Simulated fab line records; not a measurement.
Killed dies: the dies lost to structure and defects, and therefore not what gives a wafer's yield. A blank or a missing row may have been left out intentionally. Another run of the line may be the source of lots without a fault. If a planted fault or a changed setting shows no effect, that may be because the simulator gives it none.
What tool caused it? :: flow n5 finfet :: 36 wafers from 12 lots sampled at 2 of the route's 1938 steps

## WHAT THE GAUGES READ, wafer by wafer
N5_BEOL_M8_INSPECT_30: inspects for defects (brightfield).
lot: L075
measured: day 9 10:21
on: defect inspect-01
raw defect count: 515 274 337

lot: L076
measured: day 10 00:35
on: defect inspect-02
raw defect count: 524 451 468

lot: L078
measured: day 10 15:40
on: defect inspect-02
raw defect count: 444 385 557

lot: L083
measured: day 11 04:50
on: defect inspect-02
raw defect count: 532 486 427

lot: L082
measured: day 11 14:14
on: defect inspect-01
raw defect count: 390 365 354

lot: L085
measured: day 12 12:29
on: defect inspect-02
raw defect count: 289 369 421

lot: L087
measured: day 13 03:36
on: defect inspect-02
raw defect count: 315 270 270

lot: L088
measured: day 13 11:49
on: defect inspect-01
raw defect count: 445 375 432

lot: L091
measured: day 14 05:25
on: defect inspect-02
raw defect count: 434 404 321

lot: L094
measured: day 14 16:11
on: defect inspect-02
raw defect count: 412 412 413

lot: L092
measured: day 15 08:38
on: defect inspect-02
raw defect count: 331 484 349

lot: L097
measured: day 16 07:27
on: defect inspect-01
raw defect count: 351 379 472

## WHAT TOOL EACH LOT RAN ON (gives the tool, then ch and the chambers of the sampled wafers, and finally the start)
lot: L075
N5_BEOL_M8_STRIP_67: rie diel-02 ch 0,2,3, day 9 08:25

lot: L076
N5_BEOL_M8_STRIP_67: rie diel-05 ch 0,1,3, day 9 23:58

lot: L078
N5_BEOL_M8_STRIP_67: rie diel-01 ch 0,2,3, day 10 14:49

lot: L083
N5_BEOL_M8_STRIP_67: rie diel-01 ch 0,2,3, day 11 03:31

lot: L082
N5_BEOL_M8_STRIP_67: rie diel-01 ch 1,3, day 11 10:31

lot: L085
N5_BEOL_M8_STRIP_67: rie diel-05 ch 0,2,3, day 12 06:29

lot: L087
N5_BEOL_M8_STRIP_67: rie diel-02 ch 0,1,2, day 13 01:01

lot: L088
N5_BEOL_M8_STRIP_67: rie diel-01 ch 0,2,3, day 13 08:23

lot: L091
N5_BEOL_M8_STRIP_67: rie diel-05 ch 0,1, day 14 03:58

lot: L094
N5_BEOL_M8_STRIP_67: rie diel-01 ch 0,2,3, day 14 14:35

lot: L092
N5_BEOL_M8_STRIP_67: rie diel-02 ch 0,2,3, day 15 07:02

lot: L097
N5_BEOL_M8_STRIP_67: rie diel-05 ch 0,2,3, day 16 05:27
- N5_BEOL_M8_STRIP_67: strips in CF4.

## THE ANSWER, worked out from the rows above alone
Rule: what is usual is taken from the lots themselves. Put in order of their means at a reading, lots are off if they are a third of the lots or fewer, leave a main group of 4 or more, and stand apart from it by a gap of 3 or more times the standard deviation of the main group's means; of several such gaps the widest counts. A main group is skipped when, at the precision printed for the reading in the tables above, its means are all equal. A lot without any number at a reading at which 4 lots or more have one is off too. Where the step has rows for the other lots, those lots are counted as sound.
No lot is off at any reading shown: from this, nothing can be told.

## WHAT HAD BEEN PUT IN BY THE SIMULATOR
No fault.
